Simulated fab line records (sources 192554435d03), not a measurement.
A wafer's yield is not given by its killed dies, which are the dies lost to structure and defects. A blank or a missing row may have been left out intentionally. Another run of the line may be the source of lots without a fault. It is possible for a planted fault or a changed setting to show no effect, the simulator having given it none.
A lot that was struck, set against a sound lot    flow n5 finfet    15 steps out of a route of 1938
Sound: the wafers L775.2, L775.3, L775.5. Struck: wafer L776.6 (left out: L776.4, a lot-mate that was not struck); the cause follows at the end.
Each step with rows lists, per side, the tool, then ch with its chambers, then its first start. Under that, the readings that differ: sound wafers    struck wafers    difference of the means    sigmas: that difference in standard deviations of wafers without a fault.
alike: a reading whose means differ by less than 2 such deviations, as well as words and numbers matching on both sides. not compared: withheld readings; readings where some wafer has no value; bounds like >300 that might hide an equal value; numbers whose values overlap and for which the record gives no deviation.
The two part at a step that has a row with sigmas, a row that says differs or no value, or rows on one side only. Numbers that have no deviation but don't overlap get no sigmas and don't part them. Lack of a reading on every wafer of one side parts them only where that side has two or more wafers.

first, 8 steps without rows for these wafers: N5_MIM_TOP_LITHO_HMDS_01 (time 60 s); N5_MIM_TOP_LITHO_COAT_02; N5_MIM_TOP_LITHO_EBR_04; N5_MIM_TOP_LITHO_SOFTBAKE_03 (time 90 s); N5_MIM_TOP_LITHO_EXPOSE_05 (exposes mask MIM TOP, target cd 2000 nm); N5_MIM_TOP_LITHO_PEB_06; N5_MIM_TOP_LITHO_DEVELOP_07 (develop time 60 s); N5_MIM_TOP_LITHO_HARDBAKE_09 (time 120 s).
N5_MIM_TOP_LITHO_CD_MEAS_08: the cd target is 2000 nm.
  sound on cd sem-03 ch 0, day 12 19:29; struck on cd sem-01 ch 0, day 13 15:20
  alike: cd nm
N5_MIM_TOP_LITHO_OVL_MEAS_11:
  sound on overlay-01 ch 0, day 12 19:31; struck on overlay-02 ch 0, day 13 15:22
  alike: MIM_TOP_OVL
N5_MIM_TOP_LITHO_INSPECT_12: inspects for defects (macro).
  struck on defect inspect-01, day 13 15:23; sound on defect inspect-02, day 12 19:32
  alike: raw defect count
N5_MIM_TOP_LITHO_DESCUM_10: chemistry O2, time 7.9 s.
  sound on rie diel-04 ch 0,1,2, day 12 19:34; struck on rie diel-04 ch 0, day 13 16:27
  alike: chamber pressure mTorr, drypump motor current A, oes product au, rf fwd power W, rf vpp V, showerhead plenum p Torr, throttle valve pct
  not compared: rf hours counter h
N5_MIM_TOP_ETCH_ETCH_00: etches TiN in Cl2/BCl3, target depth 38.5 nm.
  sound on rie metal-01 ch 0,1, day 12 19:40; struck on rie metal-03 ch 0, day 13 16:35
reading                                   sound             struck  difference  sigmas
model.MIM_TOP_ETCH.feature depth nm (nm)  38.8 38.8 39.8    57.8    +18.7       
model.etch.depth nm (nm)                  38.84 38.81 39.8  57.83   +18.68      
  alike: chamber pressure mTorr, drypump motor current A, he backside leak sccm, oes product au, rf fwd power W, throttle valve pct
  not compared: rf hours counter h, model.coat_of_MIM_TOP_LITHO_COAT_02.thk nm
N5_MIM_TOP_ETCH_STRIP_01: strips in O2.
  sound on rie diel-06 ch 0,1,3, day 12 19:52; struck on rie diel-03 ch 1, day 13 16:41
reading                 sound              struck  difference  sigmas
throttle valve pct (%)  16.55 16.46 16.40  17.12   +0.65       +2
  alike: chamber pressure mTorr, drypump motor current A, oes product au, rf vpp V, showerhead plenum p Torr
  not compared: rf hours counter h
N5_PASSIVATION_PROBE_49:
  rows exist in the record for the struck wafers here (prober-01, day 14 03:11), but not for the sound ones

## WHERE THEY PART
At N5_MIM_TOP_ETCH_STRIP_01 first; at N5_PASSIVATION_PROBE_49 last (within this record only).

WHY: whatever the simulator had introduced
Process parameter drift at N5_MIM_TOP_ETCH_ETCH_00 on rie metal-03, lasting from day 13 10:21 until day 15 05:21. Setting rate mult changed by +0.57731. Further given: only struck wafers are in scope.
